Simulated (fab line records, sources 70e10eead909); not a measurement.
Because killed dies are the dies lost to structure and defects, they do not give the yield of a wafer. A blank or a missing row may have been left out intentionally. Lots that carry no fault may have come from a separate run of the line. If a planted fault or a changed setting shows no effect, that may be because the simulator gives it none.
fab line records | flow nand-harc
record lots=7 wafers=21 last-day=25
route steps=1159 shown THIN_TSV@1133
lots that met no fault: from a run of the same line without faults
start-h: start of the lot's first displayed wafer, in hours after the record's first day | wait-h: hours elapsed since this lot's preceding step | " identical to the entry in the row above | L1.1+2: a single row standing in for several wafers | - value missing, or start not given | * or withheld: withheld | < > ~ a bound
route shown NAME@n: a module of which the file shows steps, and the number in the route of the first | usual: mean/standard deviation of fault-free wafers | same: alike in all rows | chamber/n: place in a boat | sites: the reading at each site | _std_site: how widely they spread, as a standard deviation | _edge_site: mean of outer sites minus mean of inner sites | radius-mm: for every site, how far away it sits from the centre of the wafer | mask NAME#n: copy n | behind: tool/chamber where the wafer was last shaped | hold: the reason the lot was held/the length of the hold in hours/how it ended | device: the transistor (n, p or np) that didn't switch | end of line: the route-end tests of the same wafers | where a step has no rows: the recipe by itself | killed: not the wafer's yield, but the dies lost to structure and defects at the first sort | map: a wafer's dies, marking killed ones x, the rest . and places with no die _
set.NAME: the setting as run; set.NAME@STEP: as run at that earlier step | model.NAME: the simulator's own value behind a step, which no gauge read
a table for each step, a row for each wafer; lots at some steps of the route
services: when a tool's chamber went out of use (start-h, in hours from the record's first day, below 0 if earlier), for how many hours, and the reason
## steps
# step NHARC_THIN_TSV_CMP_21
# recipe t-overpolish-s=30 target-thk-nm=2000
# usual motor-current-A=13.1/1.1 overpolish-run-s=30.001/0.0086 slurry-flow-ml-min=150.1/0.47
# columns lot.wafer tool chamber start-h wait-h motor-current-A overpolish-run-s slurry-flow-ml-min
L960.2 cmp-04 1 502.50 - 14.9 30.000 148.7
L960.3 " 2 " " 13.9 30.010 150.3
L960.6 " 3 " " 12.3 30.006 149.9
L961.2 cmp-04 0 503.52 - 13.2 29.990 150.4
L961.4 " 2 " " 13.4 30.005 150.7
L961.3 " 3 " " 13.1 29.991 150.4
L963.3 cmp-03 1 504.59 - 11.8 29.984 150.2
L963.2 " 2 " " 13.9 30.014 150.3
L963.5 " 0 " " 14.1 29.996 150.3
L962.2 cmp-03 2 508.65 - 14.1 29.995 149.9
L962.3 " 1 " " 12.4 29.997 149.9
L962.5 " 3 " " 12.9 30.004 149.8
L964.1 cmp-03 1 510.50 - 12.3 29.998 150.2
L964.3 " 0 " " 13.3 29.994 149.7
L964.5 " 2 " " 14.5 30.007 149.4
L974.3 cmp-03 0 533.19 - 12.7 29.977 150.5
L974.6 " 3 " " 12.5 29.995 150.5
L974.5 " 0 " " 13.0 30.004 150.2
L977.4 cmp-02 0 546.08 - 12.9 30.006 150.3
L977.6 " 0 " " 13.7 30.002 149.9
L977.5 " 1 " " 12.8 29.991 150.6
# step NHARC_THIN_TSV_SRD_23
# step NHARC_THIN_TSV_DEGAS_53
# recipe temp-c=300 time-s=60
# usual heater-power-w=464/48
# columns lot.wafer tool chamber start-h wait-h heater-power-w
L960.2 pvd-sputter-02 - 503.39 0.5 435
L960.3 " - " " 454
L960.6 " - " " 418
L961.4 pvd-sputter-02 - 506.16 2.3 429
L961.2 " - " " 467
L961.3 " - " " 434
L963.3 pvd-sputter-03 - 506.82 1.9 474
L963.2 " - " " 431
L963.5 " - " " 479
L962.2 pvd-sputter-02 - 509.22 0.2 500
L962.3 " - " " 467
L962.5 " - " " 517
L964.1 pvd-sputter-03 - 511.04 0.2 354
L964.3 " - " " 431
L964.5 " - " " 350
L974.3 pvd-sputter-01 - 533.65 0.1 492
L974.5 " - " " 533
L974.6 " - " " 455
L977.4 pvd-sputter-02 - 546.54 0.1 511
L977.6 " - " " 499
L977.5 " - " " 425
# step NHARC_THIN_TSV_PRE_CLEAN_54
# recipe time-s=30 temp-c=280 gas=H2/He
# usual heater-power-w=413/40
# columns lot.wafer tool chamber start-h wait-h heater-power-w
L960.2 pvd-sputter-02 - 503.68 0.3 452
L960.3 " - " " 377
L960.6 " - " " 400
L961.2 pvd-sputter-02 - 507.06 0.9 389
L961.3 " - " " 377
L961.4 " - " " 403
L963.3 pvd-sputter-03 - 507.16 0.3 382
L963.2 " - " " 311
L963.5 " - " " 375
L962.3 pvd-sputter-02 - 509.35 0.1 373
L962.2 " - " " 409
L962.5 " - " " 406
L964.3 pvd-sputter-03 - 511.17 0.1 390
L964.1 " - " " 312
L964.5 " - " " 439
L974.3 pvd-sputter-01 - 533.72 0.1 407
L974.5 " - " " 468
L974.6 " - " " 450
L977.4 pvd-sputter-02 - 546.62 0.1 376
L977.6 " - " " 367
L977.5 " - " " 416
# step NHARC_THIN_TSV_PVD_55
# recipe target-thk-a=500 material=TiN
# step NHARC_THIN_TSV_PVD_24
# recipe target-thk-a=8000 power-w=withheld chamber-pressure-pa=withheld substrate-temp-c=withheld time-s=withheld gas=Ar material=Al
# step NHARC_THIN_TSV_DEHYDRATE_25
# recipe temp-c=150 time-s=120
# step NHARC_THIN_TSV_HMDS_26
# recipe time-s=30
# step NHARC_THIN_TSV_COAT_27
# recipe spin-rpm=*
# step NHARC_THIN_TSV_SOFTBAKE_28
# recipe temp-c=122 time-s=95
# step NHARC_THIN_TSV_EBR_29
# step NHARC_THIN_TSV_EXPOSE_30
# recipe na=0.55 dose-mj=11.47 mask-id=PAD
# usual exposure-dose-mJ-cm2=11.469/0.011 focus-offset-nm=0.1/0.51 reticle-temp-C=23.00/0.099
# columns lot.wafer tool chamber start-h wait-h mask exposure-dose-mJ-cm2 focus-offset-nm reticle-temp-C
L960.2 krf-scanner-02 0 507.04 - PAD#0 11.482 -0.4 22.93
L960.3 " 0 " " PAD#0 11.474 -0.2 22.97
L960.6 " 0 " " PAD#0 11.490 -0.8 23.06
L961.2 krf-scanner-02 - 508.59 - PAD#0 - - -
L961.3 " - " " PAD#0 - - -
L961.4 " - " " PAD#0 - - -
L963.2 krf-scanner-04 - 508.75 - PAD#0 - - -
L963.3 " - " " PAD#0 - - -
L963.5 " - " " PAD#0 - - -
L962.2 krf-scanner-02 - 510.28 - PAD#0 - - -
L962.3 " - " " PAD#0 - - -
L962.5 " - " " PAD#0 - - -
L964.1 krf-scanner-01 0 512.57 - PAD#0 11.462 -0.3 22.78
L964.3 " 0 " " PAD#0 11.481 -0.3 23.11
L964.5 " 0 " " PAD#0 11.463 -0.8 23.08
L974.3 krf-scanner-04 0 534.49 - PAD#0 11.480 -0.4 22.88
L974.5 " 0 " " PAD#0 11.478 0.5 22.97
L974.6 " 0 " " PAD#0 11.465 0.5 22.73
L977.4 krf-scanner-02 0 547.55 - PAD#0 11.465 0.5 23.14
L977.5 " 0 " " PAD#0 11.488 0.6 23.18
L977.6 " 0 " " PAD#0 11.451 0.3 22.97
# step NHARC_THIN_TSV_PEB_31
# recipe peb-temp-c=118 peb-time-s=85
## services
# columns tool chamber start-h hours kind
cmp-02 - 481.11 1.6 repair
krf-scanner-01 - 481.71 1.0 repair
pvd-sputter-03 - 496.82 10.0 pm
cmp-04 - 497.01 4.0 pm
cmp-04 - 501.01 - consumable-replace:conditioner
cmp-04 - 501.01 - consumable-replace:pad
krf-scanner-04 - 508.85 9.9 repair
pvd-sputter-02 - 522.09 1.1 repair
pvd-sputter-01 - 523.04 10.0 pm
cmp-02 - 524.86 4.0 pm
cmp-02 - 528.86 - consumable-replace:conditioner
cmp-02 - 528.86 - consumable-replace:pad
krf-scanner-01 - 540.12 1.9 repair
cmp-02 - 540.40 0.5 repair
krf-scanner-04 - 543.65 0.2 repair
## key
first-sign step=NHARC_THIN_TSV_EXPOSE_30 reading=tool-record direction=missing
effect none on later readings
met-at NHARC_THIN_TSV_EXPOSE_30
struck-wafers L961.2,L961.3,L961.4,L962.2,L962.3,L962.5,L963.2,L963.3,L963.5
later-rows-left-out L961.2,L961.3,L961.4,L962.2,L962.3,L962.5,L963.2,L963.3,L963.5
sort-left-out L961.2,L961.3,L961.4,L962.2,L962.3,L962.5,L963.2,L963.3,L963.5
onset-between 507.04 508.59
fault kind=skipped-step-whole tool=krf-scanner-02,krf-scanner-04 chamber=- onset-h=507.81 steps=NHARC_THIN_TSV_EXPOSE_30 scope=struck-lots-only
# sort-left-out: the simulated sort isn't trusted on such a fault, so these wafers' sort isn't shown, and their yield isn't known
# later-rows-left-out: the simulator's readings of these wafers behind a module that went badly wrong aren't trusted and aren't shown, but for the sort
